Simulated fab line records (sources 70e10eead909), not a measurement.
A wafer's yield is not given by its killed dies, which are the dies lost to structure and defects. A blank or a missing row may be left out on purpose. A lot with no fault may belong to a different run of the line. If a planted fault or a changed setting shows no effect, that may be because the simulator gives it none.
fab line records ; flow nandHarc
record: lots: 6; wafers: 18; lastDay: 33
route steps=1302 shown A_CHANNEL_HOLE_D2@602 A_CHANNEL_FILL_D2@610 END@1302
lots that met no fault: taken from a fault-free run of the same line
startH: start of the lot's first displayed wafer, in hours after the record's first day ; waitH: how many hours have passed since the lot's step before this one ; " identical to the entry in the row above ; L1.1+2: one row covering several wafers at once ; - either no value or no given start ; * or withheld: withheld ; < > ~ a bound
route shown NAME@n: a module of which the file shows steps, and the number in the route of the first ; usual: mean and standard deviation over wafers with no fault ; same: alike in all rows ; chamber/n: place in a boat ; sites: readings site by site ; _std_site: the values' standard deviation ; _edge_site: mean of outer sites minus mean of inner sites ; radiusMm: for every site, how far away it sits from the centre of the wafer ; mask NAME#n: copy n ; behind: the most recent tool/chamber to have shaped the wafer ; hold: the reason the lot was held/the length of the hold in hours/how it ended ; device: the n, p or np transistor that did not switch ; end of line: tests run on the same wafers once the route is complete ; a step without rows: its recipe alone ; killed: at the first sort, the dies lost to defects and structure; wafer yield is something else ; map: the dies of a wafer, with x for killed, . for not killed, _ for no die there
set.NAME: setting as actually run; set.NAME@STEP: the setting as run at that earlier step ; model.NAME: the simulator's own value behind a step, which no gauge read
lots at some steps of the route; a table a step, a row a wafer
services: a tool's chamber out of use, with start hour (startH, from the record's first day; less than 0 if before it), hours out, and reason
== steps ==
step: NHARC_A_CHANNEL_HOLE_D2_STRIP_43
recipe: o2FlowSccm: 400; cosFlowSccm: 20; arFlowSccm: 0; biasW: 0; chemistry: O2/COS
step: NHARC_A_CHANNEL_HOLE_D2_ETCH_44
recipe: targetDepthA: 1400; overetchA: 140; timeS: 77; ionEnergyEv: 100; cf4FlowSccm: 80; o2FlowSccm: 20; arFlowSccm: 0; rfW: 300; biasW: 100; chemistry: CF4/O2
usual: biasW: 100.01/0.28; drypumpMotorCurrentA: 5.6/0.34; oesProductAu: 1.003/0.013; rfVppV: 197.8/1.4; showerheadPlenumPTorr: 1.33/0.055; throttleValvePct: 13.397/0.0087
lot.wafer;tool;chamber;startH;waitH;biasW;drypumpMotorCurrentA;oesProductAu;rfHoursCounterH;rfVppV;showerheadPlenumPTorr;throttleValvePct
L603.2;rieDiel-08;1;303.65;0.1;99.81;4.9;0.994;8;196.2;1.27;13.420
L603.3;rieDiel-08;2;303.65;0.1;100.29;5.4;1.011;7;196.2;1.25;13.410
L603.4;rieDiel-08;3;303.65;0.1;99.47;6.1;0.990;6;199.5;1.35;13.432
L611.4;rieDiel-05;2;376.08;0.1;99.41;5.9;1.000;8;199.3;1.41;13.393
L611.2;rieDiel-05;3;376.08;0.1;99.87;5.3;1.014;8;196.1;1.31;13.395
L611.6;rieDiel-05;2;376.08;0.1;99.58;5.9;0.994;-;200.0;1.41;13.394
L621.4;rieDiel-08;2;474.06;0.1;100.29;5.4;0.992;6;196.0;1.24;13.402
L621.3;rieDiel-08;3;474.06;0.1;100.24;6.1;1.011;5;198.4;1.35;13.392
L621.6;rieDiel-08;1;474.06;0.1;100.28;4.9;0.987;-;197.0;1.27;13.392
L623.2;rieDiel-12;1;489.68;0.1;100.23;5.2;0.997;1;194.9;1.27;13.417
L623.1;rieDiel-12;3;489.68;0.1;100.02;6.0;1.006;2;200.1;1.37;13.388
L623.5;rieDiel-12;0;489.68;0.1;100.07;5.7;1.012;-;197.4;1.29;13.399
L625.3;rieDiel-05;1;527.15;0.1;100.22;5.8;0.995;7;198.6;1.38;13.400
L625.6;rieDiel-05;0;527.15;0.1;99.68;5.6;1.014;-;198.8;1.39;13.398
L625.4;rieDiel-05;3;527.15;0.1;99.86;5.4;1.019;-;196.5;1.31;13.399
L626.2;rieDiel-12;0;540.00;0.1;100.39;5.7;1.006;4;197.1;1.29;13.408
L626.1;rieDiel-12;1;540.00;0.1;100.15;5.2;1.003;4;197.2;1.27;13.390
L626.6;rieDiel-12;1;540.00;0.1;99.90;5.2;0.999;-;197.8;1.27;13.385
step: NHARC_A_CHANNEL_HOLE_D2_STRIP_28
recipe: o2FlowSccm: 500; arFlowSccm: 0; biasW: 0; chemistry: O2
usual: drypumpMotorCurrentA: 5.6/0.34; oesProductAu: 1.001/0.013; rfVppV: 57.8/0.85; showerheadPlenumPTorr: 3.52/0.14; throttleValvePct: 17.036/0.0084
same: biasW: 0
lot.wafer;tool;chamber;startH;waitH;drypumpMotorCurrentA;oesProductAu;rfHoursCounterH;rfVppV;showerheadPlenumPTorr;throttleValvePct
L603.2;rieDiel-08;3;-;-;6.0;0.991;7;57.4;3.58;17.043
L603.3;rieDiel-08;0;-;-;5.9;0.986;8;57.7;3.35;17.029
L603.4;rieDiel-08;1;-;-;4.9;0.982;8;59.3;3.38;17.032
L611.2;rieDiel-05;0;-;-;5.7;1.025;8;58.1;3.67;17.037
L611.4;rieDiel-05;2;-;-;5.9;0.991;8;59.8;3.71;17.041
L611.6;rieDiel-05;1;-;-;5.9;0.992;-;57.4;3.64;17.046
L621.3;rieDiel-08;3;-;-;6.1;1.007;5;57.2;3.57;17.022
L621.4;rieDiel-08;0;-;-;5.9;0.978;5;58.7;3.35;17.032
L621.6;rieDiel-08;3;-;-;6.1;1.007;-;58.2;3.57;17.033
L623.1;rieDiel-12;0;-;-;5.7;1.012;2;57.1;3.42;17.025
L623.2;rieDiel-12;1;-;-;5.3;0.995;1;58.7;3.37;17.022
L623.5;rieDiel-12;1;-;-;5.2;0.994;-;56.3;3.37;17.043
L625.3;rieDiel-05;3;-;-;5.4;1.011;7;57.5;3.47;17.021
L625.4;rieDiel-05;0;-;-;5.7;1.019;-;57.7;3.67;17.033
L625.6;rieDiel-05;1;-;-;5.8;1.003;-;58.8;3.64;17.042
L626.2;rieDiel-12;2;-;-;5.2;1.011;4;57.1;3.53;17.031
L626.1;rieDiel-12;0;-;-;5.7;0.997;4;59.3;3.42;17.033
L626.6;rieDiel-12;3;-;-;6.1;1.004;-;58.3;3.63;17.036
step: NHARC_A_CHANNEL_HOLE_D2_PRECLEAN_29
recipe: timeS: *; tempC: 50; bathAgeMin: 0; chemistry: SC1
step: NHARC_A_CHANNEL_HOLE_D2_SRD_30
step: NHARC_A_CHANNEL_HOLE_D2_CD_MEAS_31
usual: cdNm: 89.4/1.3
lot.wafer;tool;chamber;startH;waitH;cdNm
L603.2;cdSem-03;-;304.45;-;87.4
L603.3;cdSem-03;-;304.45;-;90.4
L603.4;cdSem-03;-;304.45;-;89.3
L611.2;cdSem-01;-;376.87;-;90.3
L611.4;cdSem-01;-;376.87;-;89.4
L611.6;cdSem-01;-;376.87;-;91.2
L621.3;cdSem-03;-;474.84;-;88.6
L621.4;cdSem-03;-;474.84;-;89.9
L621.6;cdSem-03;-;474.84;-;88.1
L623.1;cdSem-02;-;490.47;-;90.2
L623.2;cdSem-02;-;490.47;-;89.1
L623.5;cdSem-02;-;490.47;-;85.9
L625.3;cdSem-03;-;528.06;-;88.5
L625.4;cdSem-03;-;528.06;-;91.1
L625.6;cdSem-03;-;528.06;-;89.4
L626.1;cdSem-01;-;540.80;-;88.8
L626.2;cdSem-01;-;540.80;-;88.4
L626.6;cdSem-01;-;540.80;-;89.8
step: NHARC_A_CHANNEL_HOLE_D2_XSEM_32
recipe: landingEnergyEv: 35000
usual: botCdNm: 73.8/1.4; bowNm: 8.61/0.29; tiltDeg: 0.07/0.031
lot.wafer;tool;chamber;startH;waitH;botCdNm;bowNm;tiltDeg
L603.2;xsem-01;0;304.54;0.1;71.8;8.33;0.06
L603.3;xsem-01;0;304.54;0.1;74.6;8.42;0.06
L603.4;xsem-01;0;304.54;0.1;74.7;8.39;0.06
L611.2;xsem-02;0;376.97;0.1;75.7;9.43;0.07
L611.4;xsem-02;0;376.97;0.1;75.0;9.33;0.07
L611.6;xsem-02;0;376.97;0.1;75.6;9.28;0.06
L621.3;xsem-01;0;474.93;0.1;73.6;8.29;0.09
L621.4;xsem-01;0;474.93;0.1;74.6;8.23;0.08
L621.6;xsem-01;0;474.93;0.1;72.5;8.21;0.09
L623.1;xsem-02;0;490.57;0.1;74.3;8.47;0.07
L623.2;xsem-02;0;490.57;0.1;73.7;8.39;0.07
L623.5;xsem-02;0;490.57;0.1;71.5;8.45;0.07
L625.3;xsem-02;0;528.15;0.1;73.0;8.61;0.03
L625.4;xsem-02;0;528.15;0.1;76.1;8.65;0.03
L625.6;xsem-02;0;528.15;0.1;74.5;8.68;0.03
L626.1;xsem-01;0;540.88;0.1;74.1;8.50;0.02
L626.2;xsem-01;0;540.88;0.1;74.6;8.51;0.02
L626.6;xsem-01;0;540.88;0.1;75.0;8.52;0.02
step: NHARC_A_CHANNEL_HOLE_D2_INSPECT_40
usual: rawDefectCount: 295/88
lot.wafer;tool;chamber;startH;waitH;rawDefectCount
L603.2;defectInspect-02;-;304.63;-;320
L603.3;defectInspect-02;-;304.63;-;188
L603.4;defectInspect-02;-;304.63;-;193
L611.2;defectInspect-02;-;377.06;-;361
L611.4;defectInspect-02;-;377.06;-;309
L611.6;defectInspect-02;-;377.06;-;218
L621.3;defectInspect-02;-;475.02;-;231
L621.4;defectInspect-02;-;475.02;-;195
L621.6;defectInspect-02;-;475.02;-;278
L623.1;defectInspect-02;-;490.66;-;315
L623.2;defectInspect-02;-;490.66;-;354
L623.5;defectInspect-02;-;490.66;-;311
L625.3;defectInspect-02;-;528.24;-;213
L625.4;defectInspect-02;-;528.24;-;260
L625.6;defectInspect-02;-;528.24;-;175
L626.1;defectInspect-01;-;540.98;-;149
L626.2;defectInspect-01;-;540.98;-;174
L626.6;defectInspect-01;-;540.98;-;221
step: NHARC_A_CHANNEL_FILL_D2_PRECLEAN_00
recipe: timeS: *; tempC: 50; bathAgeMin: 0; chemistry: SC1
step: NHARC_A_CHANNEL_FILL_D2_SRD_01
step: NHARC_A_CHANNEL_FILL_D2_ALD_02
recipe: targetThkA: 60; pulseTimeS: 10; aldCycles: 60; tempC: 300; material: SiO2
usual: heaterPowerW: 485/57; precursorPulseHeightRel: 1.003/0.022; susceptorTempC: 299.99/0.19
lot.wafer;tool;chamber;startH;waitH;heaterPowerW;precursorPulseHeightRel;susceptorTempC
L603.2;aldHk-04;0;304.83;-;579;0.986;299.82
L603.3;aldHk-04;2;304.83;-;478;0.960;300.18
L603.4;aldHk-04;3;304.83;-;478;0.988;300.29
L611.2;aldHk-04;0;377.33;-;587;0.989;300.23
L611.4;aldHk-04;2;377.33;-;468;1.002;299.95
L611.6;aldHk-04;3;377.33;-;480;1.020;299.49
L621.3;aldHk-01;0;475.21;-;555;1.011;300.01
L621.4;aldHk-01;2;475.21;-;482;1.029;300.07
L621.6;aldHk-01;0;475.21;-;553;1.003;299.95
L623.1;aldHk-04;2;491.01;-;456;1.045;299.97
L623.2;aldHk-04;3;491.01;-;470;0.986;300.38
L623.5;aldHk-04;1;491.01;-;519;0.977;300.16
L625.4;aldHk-04;1;528.44;-;521;1.016;300.27
L625.3;aldHk-04;2;528.44;-;470;0.980;299.65
L625.6;aldHk-04;1;528.44;-;507;0.996;300.45
L626.1;aldHk-03;0;541.24;-;449;1.024;299.80
L626.2;aldHk-03;2;541.24;-;388;0.970;300.13
L626.6;aldHk-03;3;541.24;-;555;0.995;300.13
step: NHARC_A_CHANNEL_FILL_D2_ALD_03
recipe: targetThkA: 60; pulseTimeS: 60; aldCycles: 58; tempC: 630; pressureTorr: 2; material: SiNx
step: NHARC_A_CHANNEL_FILL_D2_ALD_14
recipe: targetThkA: 25; pulseTimeS: 10; aldCycles: 25; tempC: 300; material: SiO2
usual: heaterPowerW: 487/53; precursorPulseHeightRel: 1.001/0.021; susceptorTempC: 300.00/0.19
lot.wafer;tool;chamber;startH;waitH;heaterPowerW;precursorPulseHeightRel;susceptorTempC
L603.4;aldHk-01;2;311.83;0.0;461;1.017;300.04
L603.2;aldHk-01;3;311.83;0.0;419;1.009;299.99
L603.3;aldHk-01;1;311.83;0.0;529;1.005;299.90
L611.4;aldHk-03;2;384.38;0.1;372;1.008;300.24
L611.2;aldHk-03;3;384.38;0.1;529;1.014;300.29
L611.6;aldHk-03;1;384.38;0.1;442;0.995;299.88
L621.4;aldHk-03;1;482.78;0.1;477;1.019;297.35
L621.3;aldHk-03;2;482.78;0.1;368;0.995;297.40
L621.6;aldHk-03;3;482.78;0.1;522;0.963;297.34
L623.2;aldHk-03;1;497.47;0.1;480;1.011;297.32
L623.1;aldHk-03;3;497.47;0.1;537;1.032;297.40
L623.5;aldHk-03;1;497.47;0.1;467;1.019;297.31
L625.3;aldHk-01;2;535.45;0.0;511;1.023;300.13
L625.4;aldHk-01;0;535.45;0.0;513;1.009;300.08
L625.6;aldHk-01;3;535.45;0.0;429;1.021;300.07
L626.2;aldHk-01;3;548.25;0.1;433;0.984;299.99
L626.1;aldHk-01;0;548.25;0.1;516;0.964;300.38
L626.6;aldHk-01;1;548.25;0.1;548;0.996;300.40
step: NHARC_A_CHANNEL_FILL_D2_ALD_15
recipe: targetThkA: 20; pulseTimeS: 60; aldCycles: 19; tempC: 630; pressureTorr: 2; material: SiNx
usual: precursorPulseHeightRel: 1.000/0.022; susceptorTempC: 630.0/0.32
lot.wafer;tool;chamber;startH;waitH;precursorPulseHeightRel;susceptorTempC
L603.2;aldSinBatch-03;0;-;-;1.005;630.0
L603.3;aldSinBatch-03;0;-;-;0.992;630.1
L603.4;aldSinBatch-03;0;-;-;0.990;629.9
L611.2;aldSinBatch-01;0;-;-;0.998;630.3
L611.4;aldSinBatch-01;0;-;-;1.014;629.7
L611.6;aldSinBatch-01;0;-;-;0.989;630.0
L621.3;aldSinBatch-01;0;-;-;0.998;630.2
L621.4;aldSinBatch-01;0;-;-;1.016;629.8
L621.6;aldSinBatch-01;0;-;-;0.999;630.3
L623.1;aldSinBatch-01;0;-;-;0.967;630.0
L623.2;aldSinBatch-01;0;-;-;1.002;630.1
L623.5;aldSinBatch-01;0;-;-;1.025;630.2
L625.3;aldSinBatch-03;0;-;-;1.003;629.8
L625.4;aldSinBatch-03;0;-;-;1.022;630.4
L625.6;aldSinBatch-03;0;-;-;1.005;629.6
L626.1;aldSinBatch-03;0;-;-;1.030;-
L626.2;aldSinBatch-03;0;-;-;1.021;-
L626.6;aldSinBatch-03;0;-;-;0.997;-
step: NHARC_END_SORT_01
recipe: tempC: 25
usual: killedAtArray: 54/21; killedAtOther: 0.9/1.1; killedAtPeriphery: 3.5/2.5; killedDies: 58/21; killedOpen: 3.3/1.9; killedShort: 2.6/1.8
same: grossDies: 677
lot.wafer;tool;chamber;startH;waitH;killedAtArray;killedAtOther;killedAtPeriphery;killedDies;killedOpen;killedShort
L603.2;prober-02;0;578.09;2.8;23;2;6;31;3;5
L603.3;prober-02;0;578.89;3.1;23;1;4;28;3;0
L603.4;prober-02;0;579.69;3.4;25;0;7;32;2;2
killed by level:class
L603.2 A_CHANNEL_HOLE_D2:chamberFilmFlake=6 A_CONTACT:chamberFilmFlake=5 P_GATE:chamberFilmFlake=3 A_CHANNEL_FILL_D1:geometricParticle:open=2 A_WL_FILL:geometricParticle:short=2 P_STI:chamberFilmFlake=2 A_STAIRCASE:chamberFilmFlake=2 HYBRID_BOND:chamberFilmFlake=2
L603.3 A_STAIRCASE:chamberFilmFlake=6 A_CHANNEL_HOLE_D2:chamberFilmFlake=5 P_GATE:chamberFilmFlake=4 A_CHANNEL_HOLE_D1:chamberFilmFlake=4 A_DECK1_JOINT:geometricParticle:open=1 A_CHANNEL_FILL_D2:geometricParticle:open=1 A_WL_FILL:geometricParticle:open=1 A_ZERO_WELL:chamberFilmFlake=1
L603.4 A_CHANNEL_HOLE_D2:chamberFilmFlake=7 A_STAIRCASE:chamberFilmFlake=6 P_GATE:chamberFilmFlake=5 A_CHANNEL_HOLE_D1:chamberFilmFlake=5 A_DECK1_JOINT:chamberFilmFlake=2 A_CHANNEL_FILL_D2:geometricParticle:short=1 P_CONTACT:geometricParticle:open=1 P_M0:geometricParticle:open=1
== services ==
tool;chamber;startH;hours;kind
rieDiel-05;0;287.60;-;clean
rieDiel-05;1;287.60;-;clean
rieDiel-05;2;287.60;-;clean
rieDiel-05;3;287.60;-;clean
rieDiel-08;0;297.80;-;clean
rieDiel-08;1;297.80;-;clean
rieDiel-05;-;334.32;0.8;repair
rieDiel-12;1;335.99;2.9;repair
rieDiel-08;-;367.80;9.0;pm
xsem-01;-;374.00;14.0;pm
aldSinBatch-01;-;389.64;3.1;repair
rieDiel-05;-;406.64;9.0;pm
aldSinBatch-03;-;416.37;10.6;repair
rieDiel-08;1;429.15;2.2;repair
aldHk-04;-;433.68;10.0;pm
rieDiel-08;1;444.04;7.5;repair
rieDiel-12;-;445.40;9.0;pm
rieDiel-12;1;459.06;7.6;repair
aldHk-01;-;471.82;2.8;repair
aldSinBatch-01;-;506.00;26.0;pm
aldHk-04;-;510.78;1.2;repair
rieDiel-12;3;513.77;10.1;repair
rieDiel-05;2;517.99;13.5;repair
rieDiel-08;-;544.80;9.0;pm
== key ==
firstSign: step: NHARC_A_CHANNEL_FILL_D2_ALD_14; reading: susceptorTempC; direction: down; sigmas: 14; usual: *; struck: *
effect none on later readings
metAt NHARC_A_CHANNEL_FILL_D2_ALD_14
struckWafers L621.3,L621.4,L621.6,L623.1,L623.2,L623.5
testerLeftOut L621,L623
onsetBetween 384.38 482.78
fault: kind: processParameterDrift; tool: aldHk-03; chamber: -; onsetH: 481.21; steps: NHARC_A_CHANNEL_FILL_D2_ALD_14; channel: tempC; offset: *; shape: step; endH: 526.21; actsIn: *; stated: *
testerLeftOut: of these lots the tester's yield and bins aren't shown, on N5 and GAA mostly nor the transistor test; their killed dies are dies lost to structure and defects alone, not to doping, threshold or leakage, so they don't give the yield
